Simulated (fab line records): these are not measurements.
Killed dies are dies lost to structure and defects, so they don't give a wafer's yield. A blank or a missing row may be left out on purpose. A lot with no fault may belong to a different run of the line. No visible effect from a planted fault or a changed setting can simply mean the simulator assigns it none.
fab line records	flow n5Finfet	part 2 of 2: steps 4 to 6 of 6
record: lots: 21	wafers: 63	lastDay: 20
route steps=1938 shown GATE_CUT@499 MOL_CONTACT_COAG@538
lots that met no fault: from a run of the same line without faults
startH: the number of hours between the record's first day and the start of the first shown wafer of the lot	waitH: hours from the lot's prior step to this one	" as in the row above	L1.1+2: a row that stands for several wafers	- either no value or no given start	* or withheld: withheld	< > ~ a bound
route shown NAME@n: a module of which the file shows steps, and the number in the route of the first	usual: average and standard deviation across the fault-free wafers	same: alike in all rows	chamber/n: place in a boat	sites: per-site readings	_std_site: the standard deviation of these	_edge_site: mean of outer sites minus mean of inner sites	radiusMm: how far each site lies from the wafer's centre	mask NAME#n: copy n	behind: tool/chamber where the wafer was last shaped	hold: what put the lot on hold/how long, in hours/how the hold closed	device: whichever transistor did not switch (one of n, p or np)	end of line: the tests these same wafers got at the end of their route	a step without rows: its recipe alone	killed: at the first sort, the dies lost to defects and structure; wafer yield is something else	map: per-die view of a wafer (x killed, . not killed, _ where there is no die)
set.NAME: the setting as run; set.NAME@STEP: as run at that earlier step	model.NAME: the simulator's own value behind a step, which no gauge read
one table for each step of the route and one row for each wafer, over a sample of lots
services: the hour from which a tool's chamber was out of use, counted from the record's first day as startH (under 0 if before that day), plus the number of hours and why
== steps ==
step: N5_MOL_CONTACT_COAG_ETCH_110
recipe: chemistry: CF4/O2	target: Si	targetDepthA: 25	timeS: 8	pressureMtorr: 100	sourceW: 200	biasW: 12	ionEnergyEv: 60	Ar_flow_sccm: 100	cf4FlowSccm: 100	O2_flow_sccm: 10
usual: drypumpMotorCurrentA: 5.6/0.41	mfcArSccm: 99.97/0.28	oes_ar_750_au: 0.77/0.055	oes_o_777_au: 0.77/0.056	oesProductAu: 0.76/0.065	rfVppV: 128/4	showerheadPlenumPTorr: 2.21/0.073	throttleValvePct: 10.81/0.19
lot.wafer	tool	chamber	startH	waitH	drypumpMotorCurrentA	mfcArSccm	oes_ar_750_au	oes_o_777_au	oesProductAu	rfHoursCounterH	rfVppV	showerheadPlenumPTorr	throttleValvePct
L074.2	rieDiel-01	1	87.91	0.0	5.8	99.91	0.81	0.80	0.82	78	135	2.34	10.50
L074.3	"	2	"	"	5.1	99.88	0.76	0.78	0.74	175	127	2.20	10.83
L074.5	"	0	"	"	6.3	99.64	0.72	0.75	0.71	-	125	2.30	10.97
L075.3	rieDiel-01	0	99.77	0.0	6.3	100.20	0.72	0.74	0.71	208	124	2.30	10.98
L075.5	"	2	"	"	5.1	99.87	0.75	0.77	0.74	-	123	2.20	10.87
L075.6	"	3	"	"	5.0	99.66	0.79	0.80	0.79	-	129	2.15	10.78
L076.1	rieDiel-04	2	104.81	0.0	5.6	99.67	0.95	0.91	0.97	9	129	2.29	10.73
L076.4	"	3	"	"	5.5	100.30	0.82	0.87	0.82	124	121	2.14	10.71
L076.5	"	1	"	"	6.2	99.87	0.75	0.74	0.74	-	125	2.15	11.03
L077.1	rieDiel-04	1	110.51	0.0	6.1	100.00	0.75	0.74	0.75	157	126	2.15	11.04
L077.4	"	0	"	"	5.8	100.66	0.78	0.80	0.79	110	135	2.22	10.37
L077.5	"	3	"	"	5.5	99.73	0.82	0.86	0.81	-	122	2.14	10.72
L078.1	rieDiel-04	1	111.05	0.0	6.2	100.02	0.75	0.74	0.75	157	126	2.15	11.02
L078.3	"	0	"	"	5.8	100.18	0.78	0.80	0.78	110	135	2.22	10.36
L078.6	"	2	"	"	5.6	100.14	0.94	0.91	0.97	-	128	2.29	10.73
L079.1	rieDiel-05	2	118.19	0.0	5.3	100.21	0.73	0.70	0.70	196	131	2.30	10.90
L079.4	"	3	"	"	5.5	99.94	0.72	0.71	0.69	210	126	2.13	10.81
L079.6	"	0	"	"	5.1	99.78	0.76	0.74	0.76	-	127	2.12	10.61
L080.1	rieDiel-05	0	125.52	0.0	5.1	100.31	0.76	0.74	0.76	168	127	2.12	10.60
L080.3	"	3	"	"	5.4	99.62	0.71	0.71	0.69	212	125	2.13	10.82
L080.6	"	1	"	"	6.2	100.58	0.81	0.82	0.81	-	126	2.22	10.85
L083.2	rieDiel-05	0	146.34	0.0	5.1	99.72	0.75	0.74	0.75	174	126	2.12	10.61
L083.5	"	3	"	"	5.4	100.32	0.70	0.71	0.68	-	126	2.13	10.81
L083.6	"	2	"	"	5.3	100.03	0.72	0.70	0.69	-	130	2.29	10.95
L085.1	rieDiel-05	0	154.41	0.0	5.2	100.28	0.76	0.73	0.75	178	128	2.12	10.64
L085.2	"	1	"	"	6.2	100.33	0.79	0.81	0.79	126	128	2.21	10.87
L085.4	"	3	"	"	5.4	99.96	0.71	0.70	0.68	222	125	2.13	10.85
L086.2	rieDiel-01	2	161.91	0.0	5.1	100.08	0.74	0.76	0.72	200	124	2.19	10.92
L086.4	"	1	"	"	5.8	99.83	0.79	0.77	0.80	103	136	2.34	10.55
L086.6	"	3	"	"	5.0	100.16	0.77	0.79	0.78	-	129	2.15	10.85
L087.1	rieDiel-01	0	164.41	0.0	6.2	100.22	0.71	0.73	0.70	229	124	2.29	11.06
L087.2	"	1	"	"	5.8	100.00	0.80	0.77	0.78	104	135	2.34	10.57
L087.4	"	3	"	"	5.0	99.88	0.77	0.78	0.78	130	129	2.15	10.82
L088.1	rieDiel-05	0	171.72	0.0	5.1	100.11	0.75	0.72	0.75	185	126	2.11	10.66
L088.2	"	2	"	"	5.2	100.69	0.72	0.70	0.69	217	127	2.29	10.98
L088.6	"	3	"	"	5.4	99.71	0.70	0.69	0.68	-	126	2.13	10.87
L089.1	rieDiel-04	2	181.22	0.0	5.6	99.90	0.90	0.86	0.91	30	127	2.29	10.79
L089.2	"	1	"	"	6.1	100.38	0.74	0.73	0.74	176	126	2.15	11.08
L089.6	"	2	"	"	5.6	100.50	0.89	0.86	0.92	-	127	2.29	10.79
L090.1	rieDiel-04	1	183.65	0.0	6.2	100.19	0.74	0.73	0.74	176	126	2.15	11.07
L090.3	"	2	"	"	5.6	99.97	0.90	0.87	0.91	31	129	2.28	10.79
L090.5	"	2	"	"	5.6	99.88	0.90	0.86	0.91	-	126	2.29	10.79
L091.1	rieDiel-01	0	192.27	0.0	6.2	99.71	0.70	0.72	0.69	239	125	2.28	11.08
L091.4	"	2	"	"	5.1	99.76	0.75	0.75	0.72	204	125	2.19	10.92
L091.5	"	2	"	"	5.1	99.66	0.74	0.76	0.72	-	125	2.19	10.93
L092.1	rieDiel-01	1	194.62	0.0	5.8	99.78	0.79	0.76	0.79	115	136	2.33	10.59
L092.3	"	3	"	"	5.0	99.50	0.77	0.78	0.77	140	128	2.14	10.87
L092.5	"	0	"	"	6.3	99.57	0.70	0.72	0.70	-	125	2.28	11.07
L093.3	rieDiel-05	0	200.29	0.0	5.1	100.21	0.75	0.72	0.72	194	127	2.11	10.69
L093.4	"	1	"	"	6.2	99.91	0.78	0.80	0.79	142	127	2.21	10.94
L093.6	"	2	"	"	5.3	100.15	0.71	0.69	0.69	-	128	2.29	10.98
L094.4	rieDiel-04	1	207.57	0.0	6.1	99.73	0.74	0.72	0.73	185	126	2.14	11.13
L094.5	"	1	"	"	6.2	99.82	0.74	0.72	0.73	-	125	2.14	11.12
L094.6	"	0	"	"	5.8	99.99	0.76	0.79	0.77	-	133	2.21	10.45
L095.2	rieDiel-01	0	211.48	0.0	6.2	99.77	0.69	0.71	0.70	245	125	2.28	11.07
L095.4	"	2	"	"	5.1	100.51	0.74	0.75	0.72	210	126	2.19	10.93
L095.5	"	3	"	"	5.0	99.68	0.75	0.77	0.77	-	129	2.14	10.88
L096.2	rieDiel-05	3	223.84	0.0	5.5	99.57	0.69	0.69	0.66	244	125	2.12	10.90
L096.3	"	2	"	"	5.3	100.25	0.70	0.68	0.69	231	129	2.29	10.98
L096.4	"	0	"	"	5.1	100.48	0.73	0.72	0.73	199	127	2.11	10.70
L097.1	rieDiel-04	3	229.81	0.0	5.5	100.01	0.79	0.83	0.79	160	123	2.13	10.84
L097.4	"	0	"	"	5.8	99.95	0.74	0.78	0.76	144	135	2.21	10.47
L097.6	"	1	"	"	6.1	100.26	0.73	0.72	0.73	-	124	2.14	11.12
step: N5_MOL_CONTACT_COAG_TI_SIL_19
recipe: material: Ti	targetThkA: 42	tempC: 200	chamberPressurePa: 5	powerW: 5000	timeS: 15
usual: throttleValvePct: 29.7/0.86
lot.wafer	tool	chamber	startH	waitH	throttleValvePct
L074.2	pvdSputter-02	-	90.17	0.2	29.3
L074.3	"	-	"	"	29.4
L074.5	"	-	"	"	29.0
L075.3	pvdSputter-02	-	101.14	0.2	30.4
L075.5	"	-	"	"	30.5
L075.6	"	-	"	"	29.3
L076.1	pvdSputter-02	-	105.46	0.2	30.4
L076.4	"	-	"	"	28.8
L076.5	"	-	"	"	28.9
L077.1	pvdSputter-02	-	111.50	0.4	29.1
L077.4	"	-	"	"	30.5
L077.5	"	-	"	"	30.5
L078.1	pvdSputter-02	-	111.70	0.3	29.4
L078.3	"	-	"	"	29.6
L078.6	"	-	"	"	30.5
L079.1	pvdSputter-03	-	119.28	0.2	28.1
L079.4	"	-	"	"	31.5
L079.6	"	-	"	"	31.0
L080.1	pvdSputter-03	-	128.67	0.2	31.3
L080.3	"	-	"	"	28.4
L080.6	"	-	"	"	29.0
L083.2	pvdSputter-01	-	147.17	0.4	30.7
L083.5	"	-	"	"	30.5
L083.6	"	-	"	"	30.7
L085.1	pvdSputter-01	-	155.04	0.2	28.8
L085.2	"	-	"	"	30.4
L085.4	"	-	"	"	28.6
L086.2	pvdSputter-03	-	163.33	0.2	29.3
L086.4	"	-	"	"	28.5
L086.6	"	-	"	"	31.4
L087.1	pvdSputter-02	-	166.13	0.9	30.3
L087.2	"	-	"	"	29.5
L087.4	"	-	"	"	28.8
L088.1	pvdSputter-03	-	172.35	0.2	29.9
L088.2	"	-	"	"	28.0
L088.6	"	-	"	"	29.0
L089.1	pvdSputter-02	-	181.84	0.2	29.7
L089.2	"	-	"	"	29.4
L089.6	"	-	"	"	30.6
L090.1	pvdSputter-03	-	184.22	0.2	28.6
L090.3	"	-	"	"	29.1
L090.5	"	-	"	"	29.8
L091.1	pvdSputter-01	-	193.23	0.6	28.4
L091.4	"	-	"	"	30.4
L091.5	"	-	"	"	28.7
L092.1	pvdSputter-03	-	195.19	0.2	29.7
L092.3	"	-	"	"	28.2
L092.5	"	-	"	"	28.5
L093.3	pvdSputter-01	-	202.18	0.2	28.4
L093.4	"	-	"	"	29.0
L093.6	"	-	"	"	30.8
L094.4	pvdSputter-01	-	208.59	0.1	30.8
L094.5	"	-	"	"	28.3
L094.6	"	-	"	"	30.8
L095.2	pvdSputter-01	-	212.29	0.4	28.5
L095.4	"	-	"	"	30.4
L095.5	"	-	"	"	30.4
L096.2	pvdSputter-02	-	224.95	0.6	29.0
L096.3	"	-	"	"	30.6
L096.4	"	-	"	"	29.5
L097.1	pvdSputter-02	-	232.13	0.3	29.6
L097.4	"	-	"	"	29.2
L097.6	"	-	"	"	30.7
step: N5_MOL_CONTACT_COAG_ANNEAL_113
recipe: tempC: 400	timeS: 300	ambient: H2/N2
usual: lampPowerPct: 2.90/0.042	lamp_zone_5_pct: 2.90/0.042	wafer_temp_C_max: 401.5/0.41
lot.wafer	tool	chamber	startH	waitH	lampPowerPct	lamp_zone_5_pct	wafer_temp_C_max
L074.2	rtpAnneal-01	0	92.13	0.5	2.86	2.86	401.1
L074.3	"	0	"	"	2.86	2.86	401.4
L074.5	"	0	"	"	2.86	2.86	401.4
L075.3	rtpAnneal-02	0	102.94	0.6	2.95	2.94	401.4
L075.5	"	0	"	"	2.95	2.95	401.9
L075.6	"	0	"	"	2.94	2.95	401.8
L076.1	rtpAnneal-01	0	107.07	0.3	2.85	2.86	400.9
L076.4	"	0	"	"	2.87	2.86	400.9
L076.5	"	0	"	"	2.86	2.86	401.1
L077.1	rtpAnneal-01	0	113.02	0.3	2.86	2.86	400.9
L077.4	"	0	"	"	2.86	2.86	401.1
L077.5	"	0	"	"	2.86	2.86	401.1
L078.1	rtpAnneal-02	0	113.70	0.7	2.95	2.95	402.5
L078.3	"	0	"	"	2.94	2.94	402.0
L078.6	"	0	"	"	2.94	2.94	401.8
L079.1	rtpAnneal-01	0	121.25	0.3	2.86	2.86	401.3
L079.4	"	0	"	"	2.86	2.86	401.1
L079.6	"	0	"	"	2.86	2.86	401.0
L080.1	rtpAnneal-02	0	130.94	0.7	2.95	2.95	401.6
L080.3	"	0	"	"	2.95	2.95	401.8
L080.6	"	0	"	"	2.94	2.95	401.1
L083.2	rtpAnneal-01	0	150.34	0.5	2.86	2.86	400.9
L083.5	"	0	"	"	2.86	2.86	401.4
L083.6	"	0	"	"	2.86	2.86	401.1
L085.1	rtpAnneal-01	0	156.96	0.3	2.86	2.86	401.1
L085.2	"	0	"	"	2.86	2.86	401.5
L085.4	"	0	"	"	2.86	2.86	401.4
L086.2	rtpAnneal-01	0	165.08	0.5	2.86	2.86	400.9
L086.4	"	0	"	"	2.86	2.86	401.2
L086.6	"	0	"	"	2.86	2.86	401.0
L087.1	rtpAnneal-02	0	168.68	0.8	2.95	2.95	402.1
L087.2	"	0	"	"	2.95	2.94	401.7
L087.4	"	0	"	"	2.95	2.94	401.8
L088.1	rtpAnneal-02	0	176.35	0.3	2.95	2.95	401.9
L088.2	"	0	"	"	2.95	2.94	401.7
L088.6	"	0	"	"	2.95	2.95	401.8
L089.1	rtpAnneal-01	0	184.92	0.5	2.86	2.86	401.7
L089.2	"	0	"	"	2.86	2.86	401.0
L089.6	"	0	"	"	2.86	2.86	401.4
L090.1	rtpAnneal-01	0	187.81	0.3	2.86	2.86	401.5
L090.3	"	0	"	"	2.86	2.86	401.9
L090.5	"	0	"	"	2.86	2.86	401.3
L091.1	rtpAnneal-01	0	195.49	0.4	2.86	2.87	401.3
L091.4	"	0	"	"	2.86	2.86	401.4
L091.5	"	0	"	"	2.86	2.86	401.8
L092.1	rtpAnneal-02	0	198.43	0.3	2.95	2.95	402.5
L092.3	"	0	"	"	2.95	2.95	402.0
L092.5	"	0	"	"	2.94	2.95	402.0
L093.3	rtpAnneal-01	0	204.90	0.7	2.86	2.86	401.5
L093.4	"	0	"	"	2.86	2.86	401.0
L093.6	"	0	"	"	2.86	2.86	401.4
L094.4	rtpAnneal-01	0	210.83	0.5	2.87	2.85	401.4
L094.5	"	0	"	"	2.86	2.86	401.0
L094.6	"	0	"	"	2.86	2.86	401.7
L095.2	rtpAnneal-01	0	214.54	0.6	2.86	2.86	401.7
L095.4	"	0	"	"	2.86	2.86	401.2
L095.5	"	0	"	"	2.86	2.86	401.4
L096.2	rtpAnneal-01	0	227.75	0.5	2.86	2.86	400.8
L096.3	"	0	"	"	2.86	2.86	401.7
L096.4	"	0	"	"	2.87	2.86	401.2
L097.1	rtpAnneal-02	0	234.16	0.5	2.94	2.95	401.3
L097.4	"	0	"	"	2.94	2.95	402.3
L097.6	"	0	"	"	2.94	2.94	402.1
== services ==
tool	chamber	startH	hours	kind
cmp-01	-	64.88	1.9	repair
cmp-03	-	79.51	3.6	repair
cmp-01	-	82.29	1.2	repair
cmp-01	-	85.78	4.0	pm
pvdSputter-01	-	87.01	31.7	repair
pvdSputter-03	-	99.50	1.7	repair
cmp-03	-	103.92	6.0	pm
rieMetal-02	-	104.55	2.1	repair
rieDiel-02	2	105.66	4.1	repair
rieDiel-02	0	109.46	16.2	repair
rieDiel-03	1	114.46	10.7	repair
rieMetal-03	0	134.70	7.3	repair
rieDiel-03	3	139.89	3.5	repair
cmp-01	-	143.49	16.2	pm
rieMetal-02	-	146.01	0.5	repair
rieDiel-01	2	171.91	16.9	repair
rieDiel-04	2	196.85	3.7	repair
rieMetal-03	1	198.13	8.4	repair
rieDiel-03	3	200.07	23.7	repair
cmp-03	-	204.67	4.0	pm
cmp-03	-	216.66	0.9	repair
cmp-01	-	217.37	1.1	repair
rieDiel-03	2	220.43	3.6	repair
rieMetal-02	1	225.03	36.0	repair
